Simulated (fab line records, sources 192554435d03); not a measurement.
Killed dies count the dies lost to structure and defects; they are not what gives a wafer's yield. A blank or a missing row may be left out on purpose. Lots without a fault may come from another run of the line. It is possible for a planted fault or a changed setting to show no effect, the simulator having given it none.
Matching of chambers + flow n5 finfet + N5_STI_FIN_REVEAL_ALD_00 on ald sin-02: 4 sister chambers
The step deposits SiO2, target thk 1 nm, pulse time 1 s. 18 wafers are shown with their chamber, then 9 later ones without.

== WAFERS WITH THEIR CHAMBER ==
| wafer  | chamber | heater power outer w (W) | heater power w (W) | precursor pulse height rel |
|--------|---------|--------------------------|--------------------|----------------------------|
| L074.2 | 2       | 289                      | 487                | 1.002                      |
| L074.5 | 3       | 272                      | 471                | 0.992                      |
| L074.6 | 0       | 302                      | 500                | 0.999                      |
| L077.2 | 2       | 276                      | 509                | 1.005                      |
| L077.3 | 1       | 286                      | 520                | 0.989                      |
| L077.6 | 1       | 297                      | 508                | 1.018                      |
| L082.3 | 3       | 271                      | 471                | 0.973                      |
| L082.5 | 1       | 288                      | 533                | 1.012                      |
| L082.6 | 2       | 284                      | 492                | 1.012                      |
| L084.1 | 0       | 301                      | 504                | 0.999                      |
| L084.4 | 3       | 267                      | 479                | 0.967                      |
| L084.5 | 3       | 267                      | 479                | 1.026                      |
| L087.4 | 2       | 296                      | 493                | 1.000                      |
| L087.5 | 0       | 307                      | 508                | 1.032                      |
| L087.6 | 1       | 297                      | 515                | 1.006                      |
| L090.3 | 1       | 297                      | 533                | 0.979                      |
| L090.4 | 0       | 301                      | 517                | 0.998                      |
| L090.5 | 3       | 267                      | 473                | 1.020                      |

SIGNATURES, as means of the wafers listed above
| reading                    | chamber 0 | chamber 1 | chamber 2 | chamber 3 | scatter within a chamber |
|----------------------------|-----------|-----------|-----------|-----------|--------------------------|
| heater power outer w       | 302.75    | 293.00    | 286.25    | 268.80    | 5.24                     |
| heater power w             | 507.25    | 521.80    | 495.25    | 474.60    | 8.41                     |
| precursor pulse height rel | 1.00700   | 1.00080   | 1.00475   | 0.99560   | 0.0186                   |
Rule: a wafer lies at a distance from a chamber equal to the root of the sum of squares, over the readings, of (its reading less the chamber's mean, divided by the reading's scatter). The wafer belongs to the nearest chamber; if the next one is less than 2 further off, it can't be placed. The scatter is the square root of a quotient: the sum, over the shown wafers, of each reading's squared deviation from its chamber's mean, divided by wafers minus chambers.

== WAFERS WITHOUT THEIR CHAMBER ==
| wafer  | heater power outer w (W) | heater power w (W) | precursor pulse height rel |
|--------|--------------------------|--------------------|----------------------------|
| L092.1 | 292                      | 524                | 0.991                      |
| L092.3 | 274                      | 478                | 0.981                      |
| L092.5 | 271                      | 469                | 0.995                      |
| L095.1 | 301                      | 543                | 1.003                      |
| L095.4 | 307                      | 516                | 0.971                      |
| L095.5 | 281                      | 512                | 1.020                      |
| L096.2 | 298                      | 510                | 0.966                      |
| L096.3 | 308                      | 492                | 0.989                      |
| L096.6 | 280                      | 505                | 0.956                      |

== THE CHAMBER EACH PASSED THROUGH ==
| wafer  | from the rows above          | in truth |
|--------|------------------------------|----------|
| L092.1 | 1                            | 1        |
| L092.3 | 3                            | 3        |
| L092.5 | 3                            | 3        |
| L095.1 | can't be placed: 1 or 0      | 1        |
| L095.4 | can't be placed: 0 or 1      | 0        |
| L095.5 | can't be placed: 2 or 1 or 0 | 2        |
| L096.2 | can't be placed: 0 or 1 or 2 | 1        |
| L096.3 | can't be placed: 0 or 2      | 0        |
| L096.6 | can't be placed: 2 or 1 or 3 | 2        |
Correct placement for 3 of the 9. Not placeable from these rows: 6 (in 6, the candidates include the true chamber). 0 placed wrongly.
